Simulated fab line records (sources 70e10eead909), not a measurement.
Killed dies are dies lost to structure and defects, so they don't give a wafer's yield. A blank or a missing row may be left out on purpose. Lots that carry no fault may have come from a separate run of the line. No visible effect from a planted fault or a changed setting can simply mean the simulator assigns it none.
Which tool was responsible? || flow nandHarc || 24 lots with 72 wafers sampled at 4 steps, on a route of 1159 steps

## WHAT EACH GAUGE READ, for each wafer
NHARC_A_SGD_CUT_THK_MEAS_22: measures by ellipsometry. Usual: thkNm 148.2 nm, standard deviation 1.3.
{"lot": "L075", "measured": "day 14 02:50", "on": "filmMetro-02", "thkNm (nm)": "150.7 148.1 148.7", "flag": ""}
{"lot": "L074", "measured": "day 14 02:50", "on": "filmMetro-02", "thkNm (nm)": "147.3 149.1 147.8", "flag": ""}
{"lot": "L079", "measured": "day 14 16:48", "on": "filmMetro-01", "thkNm (nm)": "147.3 147.6 148.7", "flag": ""}
{"lot": "L077", "measured": "day 14 16:47", "on": "filmMetro-02", "thkNm (nm)": "147.9 148.5 149.2", "flag": ""}
{"lot": "L076", "measured": "day 14 16:47", "on": "filmMetro-01", "thkNm (nm)": "146.9 146.0 148.3", "flag": ""}
{"lot": "L078", "measured": "day 15 13:25", "on": "filmMetro-01", "thkNm (nm)": "149.1 148.8 147.4", "flag": ""}
{"lot": "L081", "measured": "day 16 01:05", "on": "filmMetro-02", "thkNm (nm)": "149.8 150.6 148.1", "flag": ""}
{"lot": "L080", "measured": "day 16 08:41", "on": "filmMetro-01", "thkNm (nm)": "147.9 149.5 146.2", "flag": ""}
{"lot": "L082", "measured": "day 16 12:34", "on": "filmMetro-02", "thkNm (nm)": "146.9 149.0 149.3", "flag": ""}
{"lot": "L084", "measured": "day 16 12:34", "on": "filmMetro-02", "thkNm (nm)": "147.7 147.6 148.1", "flag": ""}
{"lot": "L083", "measured": "day 16 12:34", "on": "filmMetro-01", "thkNm (nm)": "148.3 147.7 149.2", "flag": ""}
{"lot": "L088", "measured": "day 17 23:55", "on": "filmMetro-02", "thkNm (nm)": "146.2 149.5 147.8", "flag": ""}
{"lot": "L085", "measured": "day 18 00:04", "on": "filmMetro-02", "thkNm (nm)": "145.5 146.0 148.2", "flag": ""}
{"lot": "L086", "measured": "day 17 23:55", "on": "filmMetro-01", "thkNm (nm)": "147.4 146.3 148.7", "flag": ""}
{"lot": "L087", "measured": "day 18 00:01", "on": "filmMetro-01", "thkNm (nm)": "147.8 146.9 150.3", "flag": ""}
{"lot": "L091", "measured": "day 18 09:27", "on": "filmMetro-02", "thkNm (nm)": "150.8 149.6 148.8", "flag": ""}
{"lot": "L089", "measured": "day 18 09:26", "on": "filmMetro-01", "thkNm (nm)": "147.5 150.5 150.1", "flag": ""}
{"lot": "L090", "measured": "day 18 09:26", "on": "filmMetro-02", "thkNm (nm)": "149.0 148.9 149.2", "flag": ""}
{"lot": "L092", "measured": "day 18 09:35", "on": "filmMetro-01", "thkNm (nm)": "146.9 148.1 148.1", "flag": ""}
{"lot": "L094", "measured": "day 19 04:15", "on": "filmMetro-01", "thkNm (nm)": "149.4 148.3 148.3", "flag": ""}
{"lot": "L093", "measured": "day 19 04:15", "on": "filmMetro-02", "thkNm (nm)": "149.1 147.4 146.2", "flag": ""}
{"lot": "L096", "measured": "day 19 12:44", "on": "filmMetro-01", "thkNm (nm)": "149.4 149.0 149.0", "flag": ""}
{"lot": "L095", "measured": "day 19 12:43", "on": "filmMetro-01", "thkNm (nm)": "147.5 146.2 147.7", "flag": ""}
{"lot": "L097", "measured": "day 19 19:20", "on": "filmMetro-01", "thkNm (nm)": "149.9 147.6 146.3", "flag": ""}

## WHAT TOOL EACH LOT RAN ON (gives the tool, then ch and the chambers of the sampled wafers, and finally the start)
{"lot": "L075", "NHARC_A_STAIRCASE_ETCH_315": "rieDiel-06 ch 1,2,3, day 13 14:25 or earlier", "NHARC_A_STAIRCASE_CMP_450": "cmp-02 ch 1,2,3, day 13 14:25", "NHARC_A_SGD_CUT_ETCH_58": "rieDiel-05 ch 0,1,2, day 13 17:20"}
{"lot": "L074", "NHARC_A_STAIRCASE_ETCH_315": "rieDiel-01 ch 1,2, day 13 14:11 or earlier", "NHARC_A_STAIRCASE_CMP_450": "cmp-03 ch 0,1,2, day 13 14:11", "NHARC_A_SGD_CUT_ETCH_58": "rieDiel-11 ch 2,3, day 13 17:02"}
{"lot": "L079", "NHARC_A_STAIRCASE_ETCH_315": "rieDiel-01 ch 0,1,3, day 14 08:17 or earlier", "NHARC_A_STAIRCASE_CMP_450": "cmp-04 ch 0,1,3, day 14 08:17", "NHARC_A_SGD_CUT_ETCH_58": "rieDiel-05 ch 0,2, day 14 11:08"}
{"lot": "L077", "NHARC_A_STAIRCASE_ETCH_315": "rieDiel-02 ch 0,3, day 14 09:42 or earlier", "NHARC_A_STAIRCASE_CMP_450": "cmp-04 ch 1,2,3, day 14 09:42", "NHARC_A_SGD_CUT_ETCH_58": "rieDiel-11 ch 2,3, day 14 12:26"}
{"lot": "L076", "NHARC_A_STAIRCASE_ETCH_315": "rieDiel-01 ch 1,2,3, day 14 08:00 or earlier", "NHARC_A_STAIRCASE_CMP_450": "cmp-02 ch 0,1,2, day 14 08:00", "NHARC_A_SGD_CUT_ETCH_58": "rieDiel-07 ch 1,3, day 14 10:50"}
{"lot": "L078", "NHARC_A_STAIRCASE_ETCH_315": "rieDiel-02 ch 0,3, day 15 04:57 or earlier", "NHARC_A_STAIRCASE_CMP_450": "cmp-04 ch 0,1,2, day 15 04:57", "NHARC_A_SGD_CUT_ETCH_58": "rieDiel-07 ch 0,2,3, day 15 07:47"}
{"lot": "L081", "NHARC_A_STAIRCASE_ETCH_315": "rieDiel-06 ch 0,2, day 15 13:02 or earlier", "NHARC_A_STAIRCASE_CMP_450": "cmp-02 ch 2,3, day 15 13:02", "NHARC_A_SGD_CUT_ETCH_58": "rieDiel-07 ch 0,2,3, day 15 15:56"}
{"lot": "L080", "NHARC_A_STAIRCASE_ETCH_315": "rieDiel-02 ch 0,1,2, day 15 22:32 or earlier", "NHARC_A_STAIRCASE_CMP_450": "cmp-04 ch 1,2,3, day 15 22:32", "NHARC_A_SGD_CUT_ETCH_58": "rieDiel-07 ch 0,2,3, day 16 01:24"}
{"lot": "L082", "NHARC_A_STAIRCASE_ETCH_315": "rieDiel-02 ch 0,2, day 16 03:17 or earlier", "NHARC_A_STAIRCASE_CMP_450": "cmp-03 ch 0,1,2, day 16 03:17", "NHARC_A_SGD_CUT_ETCH_58": "rieDiel-11 ch 0,1, day 16 06:01"}
{"lot": "L084", "NHARC_A_STAIRCASE_ETCH_315": "rieDiel-06 ch 0,2,3, day 16 03:31 or earlier", "NHARC_A_STAIRCASE_CMP_450": "cmp-04 ch 1,2, day 16 03:31", "NHARC_A_SGD_CUT_ETCH_58": "rieDiel-05 ch 0,3, day 16 06:23"}
{"lot": "L083", "NHARC_A_STAIRCASE_ETCH_315": "rieDiel-02 ch 0,2, day 16 03:49 or earlier", "NHARC_A_STAIRCASE_CMP_450": "cmp-03 ch 1,3, day 16 03:49", "NHARC_A_SGD_CUT_ETCH_58": "rieDiel-07 ch 0,2,3, day 16 06:41"}
{"lot": "L088", "NHARC_A_STAIRCASE_ETCH_315": "rieDiel-02 ch 1,3, day 17 14:58 or earlier", "NHARC_A_STAIRCASE_CMP_450": "cmp-04 ch 0,2,3, day 17 14:58", "NHARC_A_SGD_CUT_ETCH_58": "rieDiel-05 ch 0,1,2, day 17 17:46"}
{"lot": "L085", "NHARC_A_STAIRCASE_ETCH_315": "rieDiel-06 ch 0,3, day 17 15:17 or earlier", "NHARC_A_STAIRCASE_CMP_450": "cmp-02 ch 0,2,3, day 17 15:17", "NHARC_A_SGD_CUT_ETCH_58": "rieDiel-07 ch 2,3, day 17 18:08"}
{"lot": "L086", "NHARC_A_STAIRCASE_ETCH_315": "rieDiel-02 ch 0,2,3, day 17 15:47 or earlier", "NHARC_A_STAIRCASE_CMP_450": "cmp-02 ch 1,3, day 17 15:47", "NHARC_A_SGD_CUT_ETCH_58": "rieDiel-11 ch 0,1,3, day 17 18:37"}
{"lot": "L087", "NHARC_A_STAIRCASE_ETCH_315": "rieDiel-01 ch 0,1,2, day 17 16:23 or earlier", "NHARC_A_STAIRCASE_CMP_450": "cmp-02 ch 0,1,2, day 17 16:23", "NHARC_A_SGD_CUT_ETCH_58": "rieDiel-07 ch 0,2,3, day 17 19:14"}
{"lot": "L091", "NHARC_A_STAIRCASE_ETCH_315": "rieDiel-02 ch 0,1,3, day 18 01:08 or earlier", "NHARC_A_STAIRCASE_CMP_450": "cmp-02 ch 2,3, day 18 01:08", "NHARC_A_SGD_CUT_ETCH_58": "rieDiel-05 ch 1,2,3, day 18 04:06"}
{"lot": "L089", "NHARC_A_STAIRCASE_ETCH_315": "rieDiel-02 ch 0,1,2, day 18 00:47 or earlier", "NHARC_A_STAIRCASE_CMP_450": "cmp-04 ch 0,3, day 18 00:47", "NHARC_A_SGD_CUT_ETCH_58": "rieDiel-11 ch 1,2,3, day 18 03:33"}
{"lot": "L090", "NHARC_A_STAIRCASE_ETCH_315": "rieDiel-01 ch 1,3, day 18 01:25 or earlier", "NHARC_A_STAIRCASE_CMP_450": "cmp-02 ch 0,1,3, day 18 01:25", "NHARC_A_SGD_CUT_ETCH_58": "rieDiel-11 ch 1,3, day 18 04:22"}
{"lot": "L092", "NHARC_A_STAIRCASE_ETCH_315": "rieDiel-06 ch 0,2,3, day 18 02:34 or earlier", "NHARC_A_STAIRCASE_CMP_450": "cmp-03 ch 1,2,3, day 18 02:34", "NHARC_A_SGD_CUT_ETCH_58": "rieDiel-05 ch 0,1,3, day 18 05:31"}
{"lot": "L094", "NHARC_A_STAIRCASE_ETCH_315": "rieDiel-01 ch 0,3, day 18 19:55 or earlier", "NHARC_A_STAIRCASE_CMP_450": "cmp-04 ch 2,3, day 18 19:55", "NHARC_A_SGD_CUT_ETCH_58": "rieDiel-05 ch 1,2, day 18 22:56"}
{"lot": "L093", "NHARC_A_STAIRCASE_ETCH_315": "rieDiel-01 ch 1,2,3, day 18 19:43 or earlier", "NHARC_A_STAIRCASE_CMP_450": "cmp-03 ch 0,1,3, day 18 19:43", "NHARC_A_SGD_CUT_ETCH_58": "rieDiel-07 ch 1,2,3, day 18 22:38"}
{"lot": "L096", "NHARC_A_STAIRCASE_ETCH_315": "rieDiel-02 ch 0,1,2, day 19 04:20 or earlier", "NHARC_A_STAIRCASE_CMP_450": "cmp-02 ch 1,2,3, day 19 04:20", "NHARC_A_SGD_CUT_ETCH_58": "rieDiel-05 ch 1,2,3, day 19 07:16"}
{"lot": "L095", "NHARC_A_STAIRCASE_ETCH_315": "rieDiel-01 ch 0,1, day 19 04:11 or earlier", "NHARC_A_STAIRCASE_CMP_450": "cmp-02 ch 0,1,3, day 19 04:11", "NHARC_A_SGD_CUT_ETCH_58": "rieDiel-11 ch 0,3, day 19 07:04"}
{"lot": "L097", "NHARC_A_STAIRCASE_ETCH_315": "rieDiel-01 ch 2,3, day 19 10:38 or earlier", "NHARC_A_STAIRCASE_CMP_450": "cmp-02 ch 0,1,2, day 19 10:38", "NHARC_A_SGD_CUT_ETCH_58": "rieDiel-07 ch 1,2,3, day 19 13:29"}
- NHARC_A_STAIRCASE_ETCH_315: etches the open film in C4F8/O2/Ar, target depth 2500 nm, time 607.1 s.
- NHARC_A_STAIRCASE_CMP_450: polishes SiO2, target thk 200 nm.
- NHARC_A_SGD_CUT_ETCH_58: etches the open film in CF4, target depth 39 nm, time 65 s.

## AS READ BY THE TOOLS THEMSELVES (means over the sampled wafers that have a number; for cases with no such wafer, the mark the record gives instead)
NHARC_A_STAIRCASE_ETCH_315. Usual: oesProductAu 0.928 a.u., standard deviation 0.012; rfVppV 1825 V, standard deviation 9.5.
{"lot": "L075", "tool": "rieDiel-06", "oesProductAu (a.u.)": 0.920, "rfVppV (V)": 1824, "flag": ""}
{"lot": "L074", "tool": "rieDiel-01", "oesProductAu (a.u.)": 0.931, "rfVppV (V)": 1830, "flag": ""}
{"lot": "L079", "tool": "rieDiel-01", "oesProductAu (a.u.)": 0.935, "rfVppV (V)": 1832, "flag": ""}
{"lot": "L077", "tool": "rieDiel-02", "oesProductAu (a.u.)": 0.938, "rfVppV (V)": 1812, "flag": ""}
{"lot": "L076", "tool": "rieDiel-01", "oesProductAu (a.u.)": 0.936, "rfVppV (V)": 1831, "flag": ""}
{"lot": "L078", "tool": "rieDiel-02", "oesProductAu (a.u.)": 0.921, "rfVppV (V)": 1812, "flag": ""}
{"lot": "L081", "tool": "rieDiel-06", "oesProductAu (a.u.)": 0.923, "rfVppV (V)": 1824, "flag": ""}
{"lot": "L080", "tool": "rieDiel-02", "oesProductAu (a.u.)": 0.934, "rfVppV (V)": 1824, "flag": ""}
{"lot": "L082", "tool": "rieDiel-02", "oesProductAu (a.u.)": 0.922, "rfVppV (V)": 1816, "flag": ""}
{"lot": "L084", "tool": "rieDiel-06", "oesProductAu (a.u.)": 0.935, "rfVppV (V)": 1824, "flag": ""}
{"lot": "L083", "tool": "rieDiel-02", "oesProductAu (a.u.)": 0.925, "rfVppV (V)": 1818, "flag": ""}
{"lot": "L088", "tool": "rieDiel-02", "oesProductAu (a.u.)": 0.915, "rfVppV (V)": 1830, "flag": ""}
{"lot": "L085", "tool": "rieDiel-06", "oesProductAu (a.u.)": 0.922, "rfVppV (V)": 1823, "flag": ""}
{"lot": "L086", "tool": "rieDiel-02", "oesProductAu (a.u.)": 0.924, "rfVppV (V)": 1814, "flag": ""}
{"lot": "L087", "tool": "rieDiel-01", "oesProductAu (a.u.)": 0.929, "rfVppV (V)": 1829, "flag": ""}
{"lot": "L091", "tool": "rieDiel-02", "oesProductAu (a.u.)": 0.925, "rfVppV (V)": 1820, "flag": ""}
{"lot": "L089", "tool": "rieDiel-02", "oesProductAu (a.u.)": 0.924, "rfVppV (V)": 1822, "flag": ""}
{"lot": "L090", "tool": "rieDiel-01", "oesProductAu (a.u.)": 0.937, "rfVppV (V)": 1831, "flag": ""}
{"lot": "L092", "tool": "rieDiel-06", "oesProductAu (a.u.)": 0.932, "rfVppV (V)": 1823, "flag": ""}
{"lot": "L094", "tool": "rieDiel-01", "oesProductAu (a.u.)": 0.923, "rfVppV (V)": 1835, "flag": ""}
{"lot": "L093", "tool": "rieDiel-01", "oesProductAu (a.u.)": 0.941, "rfVppV (V)": 1830, "flag": ""}
{"lot": "L096", "tool": "rieDiel-02", "oesProductAu (a.u.)": 0.940, "rfVppV (V)": 1823, "flag": ""}
{"lot": "L095", "tool": "rieDiel-01", "oesProductAu (a.u.)": 0.945, "rfVppV (V)": 1825, "flag": ""}
{"lot": "L097", "tool": "rieDiel-01", "oesProductAu (a.u.)": 0.926, "rfVppV (V)": 1835, "flag": ""}

NHARC_A_STAIRCASE_CMP_450. Usual: edgeZonePressureFrac 1.000, standard deviation 0.005; motorCurrentA 11.5 A, standard deviation 1.3.
{"lot": "L075", "tool": "cmp-02", "edgeZonePressureFrac": 1.000, "motorCurrentA (A)": 10.5, "flag": ""}
{"lot": "L074", "tool": "cmp-03", "edgeZonePressureFrac": 0.998, "motorCurrentA (A)": 13.2, "flag": ""}
{"lot": "L079", "tool": "cmp-04", "edgeZonePressureFrac": 0.999, "motorCurrentA (A)": 10.9, "flag": ""}
{"lot": "L077", "tool": "cmp-04", "edgeZonePressureFrac": 1.003, "motorCurrentA (A)": 11.6, "flag": ""}
{"lot": "L076", "tool": "cmp-02", "edgeZonePressureFrac": 0.999, "motorCurrentA (A)": 11.1, "flag": ""}
{"lot": "L078", "tool": "cmp-04", "edgeZonePressureFrac": 1.005, "motorCurrentA (A)": 11.5, "flag": ""}
{"lot": "L081", "tool": "cmp-02", "edgeZonePressureFrac": 0.999, "motorCurrentA (A)": 10.8, "flag": ""}
{"lot": "L080", "tool": "cmp-04", "edgeZonePressureFrac": 1.002, "motorCurrentA (A)": 11.9, "flag": ""}
{"lot": "L082", "tool": "cmp-03", "edgeZonePressureFrac": 1.000, "motorCurrentA (A)": 13.4, "flag": ""}
{"lot": "L084", "tool": "cmp-04", "edgeZonePressureFrac": 1.005, "motorCurrentA (A)": 12.0, "flag": ""}
{"lot": "L083", "tool": "cmp-03", "edgeZonePressureFrac": 1.002, "motorCurrentA (A)": 13.3, "flag": ""}
{"lot": "L088", "tool": "cmp-04", "edgeZonePressureFrac": 0.997, "motorCurrentA (A)": 10.8, "flag": ""}
{"lot": "L085", "tool": "cmp-02", "edgeZonePressureFrac": 0.995, "motorCurrentA (A)": 10.9, "flag": ""}
{"lot": "L086", "tool": "cmp-02", "edgeZonePressureFrac": 0.999, "motorCurrentA (A)": 10.6, "flag": ""}
{"lot": "L087", "tool": "cmp-02", "edgeZonePressureFrac": 1.000, "motorCurrentA (A)": 10.6, "flag": ""}
{"lot": "L091", "tool": "cmp-02", "edgeZonePressureFrac": 0.994, "motorCurrentA (A)": 10.7, "flag": ""}
{"lot": "L089", "tool": "cmp-04", "edgeZonePressureFrac": 1.000, "motorCurrentA (A)": 10.2, "flag": ""}
{"lot": "L090", "tool": "cmp-02", "edgeZonePressureFrac": 1.003, "motorCurrentA (A)": 10.9, "flag": ""}
{"lot": "L092", "tool": "cmp-03", "edgeZonePressureFrac": 1.003, "motorCurrentA (A)": 12.7, "flag": ""}
{"lot": "L094", "tool": "cmp-04", "edgeZonePressureFrac": 1.001, "motorCurrentA (A)": 10.7, "flag": ""}
{"lot": "L093", "tool": "cmp-03", "edgeZonePressureFrac": 0.999, "motorCurrentA (A)": 13.2, "flag": ""}
{"lot": "L096", "tool": "cmp-02", "edgeZonePressureFrac": 1.000, "motorCurrentA (A)": 10.9, "flag": ""}
{"lot": "L095", "tool": "cmp-02", "edgeZonePressureFrac": 0.993, "motorCurrentA (A)": 11.2, "flag": ""}
{"lot": "L097", "tool": "cmp-02", "edgeZonePressureFrac": 1.004, "motorCurrentA (A)": 10.9, "flag": ""}

NHARC_A_SGD_CUT_ETCH_58. Usual: drypumpMotorCurrentA 5.8 A, standard deviation 0.48; oesProductAu 1.002 a.u., standard deviation 0.0099; rfVppV 151.3 V, standard deviation 1.3; showerheadPlenumPTorr 1.77 Torr, standard deviation 0.07; throttleValvePct 13.284 %, standard deviation 0.0087.
{"lot": "L075", "tool": "rieDiel-05", "drypumpMotorCurrentA (A)": 6.0, "oesProductAu (a.u.)": 0.997, "rfVppV (V)": 151.7, "showerheadPlenumPTorr (Torr)": 1.83, "throttleValvePct (%)": 13.276, "flag": ""}
{"lot": "L074", "tool": "rieDiel-11", "drypumpMotorCurrentA (A)": 5.2, "oesProductAu (a.u.)": 1.004, "rfVppV (V)": 150.5, "showerheadPlenumPTorr (Torr)": 1.71, "throttleValvePct (%)": 13.289, "flag": ""}
{"lot": "L079", "tool": "rieDiel-05", "drypumpMotorCurrentA (A)": 6.3, "oesProductAu (a.u.)": 1.007, "rfVppV (V)": 151.4, "showerheadPlenumPTorr (Torr)": 1.83, "throttleValvePct (%)": 13.278, "flag": ""}
{"lot": "L077", "tool": "rieDiel-11", "drypumpMotorCurrentA (A)": 5.2, "oesProductAu (a.u.)": 1.000, "rfVppV (V)": 151.2, "showerheadPlenumPTorr (Torr)": 1.70, "throttleValvePct (%)": 13.284, "flag": ""}
{"lot": "L076", "tool": "rieDiel-07", "drypumpMotorCurrentA (A)": 5.6, "oesProductAu (a.u.)": 0.994, "rfVppV (V)": 150.5, "showerheadPlenumPTorr (Torr)": 1.71, "throttleValvePct (%)": 13.279, "flag": ""}
{"lot": "L078", "tool": "rieDiel-07", "drypumpMotorCurrentA (A)": 6.0, "oesProductAu (a.u.)": 0.995, "rfVppV (V)": 151.8, "showerheadPlenumPTorr (Torr)": 1.79, "throttleValvePct (%)": 13.284, "flag": ""}
{"lot": "L081", "tool": "rieDiel-07", "drypumpMotorCurrentA (A)": 6.0, "oesProductAu (a.u.)": 1.011, "rfVppV (V)": 151.8, "showerheadPlenumPTorr (Torr)": 1.79, "throttleValvePct (%)": 13.286, "flag": ""}
{"lot": "L080", "tool": "rieDiel-07", "drypumpMotorCurrentA (A)": 6.0, "oesProductAu (a.u.)": 1.011, "rfVppV (V)": 150.5, "showerheadPlenumPTorr (Torr)": 1.79, "throttleValvePct (%)": 13.292, "flag": ""}
{"lot": "L082", "tool": "rieDiel-11", "drypumpMotorCurrentA (A)": 6.0, "oesProductAu (a.u.)": 1.006, "rfVppV (V)": 152.2, "showerheadPlenumPTorr (Torr)": 1.82, "throttleValvePct (%)": 13.288, "flag": ""}
{"lot": "L084", "tool": "rieDiel-05", "drypumpMotorCurrentA (A)": 5.9, "oesProductAu (a.u.)": 1.006, "rfVppV (V)": 151.1, "showerheadPlenumPTorr (Torr)": 1.77, "throttleValvePct (%)": 13.278, "flag": ""}
{"lot": "L083", "tool": "rieDiel-07", "drypumpMotorCurrentA (A)": 6.0, "oesProductAu (a.u.)": 1.003, "rfVppV (V)": 152.5, "showerheadPlenumPTorr (Torr)": 1.79, "throttleValvePct (%)": 13.282, "flag": ""}
{"lot": "L088", "tool": "rieDiel-05", "drypumpMotorCurrentA (A)": 6.0, "oesProductAu (a.u.)": 0.996, "rfVppV (V)": 152.0, "showerheadPlenumPTorr (Torr)": 1.83, "throttleValvePct (%)": 13.289, "flag": ""}
{"lot": "L085", "tool": "rieDiel-07", "drypumpMotorCurrentA (A)": 5.9, "oesProductAu (a.u.)": 1.009, "rfVppV (V)": 150.5, "showerheadPlenumPTorr (Torr)": 1.78, "throttleValvePct (%)": 13.285, "flag": ""}
{"lot": "L086", "tool": "rieDiel-11", "drypumpMotorCurrentA (A)": 5.7, "oesProductAu (a.u.)": 1.006, "rfVppV (V)": 151.4, "showerheadPlenumPTorr (Torr)": 1.76, "throttleValvePct (%)": 13.293, "flag": ""}
{"lot": "L087", "tool": "rieDiel-07", "drypumpMotorCurrentA (A)": 6.0, "oesProductAu (a.u.)": 1.010, "rfVppV (V)": 151.0, "showerheadPlenumPTorr (Torr)": 1.79, "throttleValvePct (%)": 13.290, "flag": ""}
{"lot": "L091", "tool": "rieDiel-05", "drypumpMotorCurrentA (A)": 5.6, "oesProductAu (a.u.)": 1.002, "rfVppV (V)": 150.9, "showerheadPlenumPTorr (Torr)": 1.78, "throttleValvePct (%)": 13.279, "flag": ""}
{"lot": "L089", "tool": "rieDiel-11", "drypumpMotorCurrentA (A)": 5.5, "oesProductAu (a.u.)": 0.996, "rfVppV (V)": 151.5, "showerheadPlenumPTorr (Torr)": 1.73, "throttleValvePct (%)": 13.290, "flag": ""}
{"lot": "L090", "tool": "rieDiel-11", "drypumpMotorCurrentA (A)": 5.4, "oesProductAu (a.u.)": 0.998, "rfVppV (V)": 151.0, "showerheadPlenumPTorr (Torr)": 1.70, "throttleValvePct (%)": 13.292, "flag": ""}
{"lot": "L092", "tool": "rieDiel-05", "drypumpMotorCurrentA (A)": 5.7, "oesProductAu (a.u.)": 1.000, "rfVppV (V)": 151.3, "showerheadPlenumPTorr (Torr)": 1.77, "throttleValvePct (%)": 13.283, "flag": ""}
{"lot": "L094", "tool": "rieDiel-05", "drypumpMotorCurrentA (A)": 5.9, "oesProductAu (a.u.)": 1.005, "rfVppV (V)": 152.2, "showerheadPlenumPTorr (Torr)": 1.84, "throttleValvePct (%)": 13.283, "flag": ""}
{"lot": "L093", "tool": "rieDiel-07", "drypumpMotorCurrentA (A)": 5.9, "oesProductAu (a.u.)": 0.989, "rfVppV (V)": 150.1, "showerheadPlenumPTorr (Torr)": 1.73, "throttleValvePct (%)": 13.279, "flag": ""}
{"lot": "L096", "tool": "rieDiel-05", "drypumpMotorCurrentA (A)": 5.5, "oesProductAu (a.u.)": 1.002, "rfVppV (V)": 151.7, "showerheadPlenumPTorr (Torr)": 1.78, "throttleValvePct (%)": 13.283, "flag": ""}
{"lot": "L095", "tool": "rieDiel-11", "drypumpMotorCurrentA (A)": 5.5, "oesProductAu (a.u.)": 1.005, "rfVppV (V)": 151.1, "showerheadPlenumPTorr (Torr)": 1.76, "throttleValvePct (%)": 13.295, "flag": ""}
{"lot": "L097", "tool": "rieDiel-07", "drypumpMotorCurrentA (A)": 5.9, "oesProductAu (a.u.)": 0.994, "rfVppV (V)": 151.0, "showerheadPlenumPTorr (Torr)": 1.73, "throttleValvePct (%)": 13.288, "flag": ""}

## THE ANSWER, worked out from the rows above alone
Rule: take the mean of a lot's wafers that have a number; if it is more than 3 standard deviations from the usual mean, the lot is off. A lot without any number at a reading at which 4 lots or more have one is off too. Any other lot the step has rows for is counted as sound. The gauges are gone through in route order, then the tools' own readings, and for those a lot's mean is taken as printed above. At the first step where some lot is off, the reading lying furthest off is the one used; lots without a number count as furthest.
Across all readings shown, no lot is off: no conclusion can be drawn from this.

## WHAT WAS PUT IN BY THE SIMULATOR
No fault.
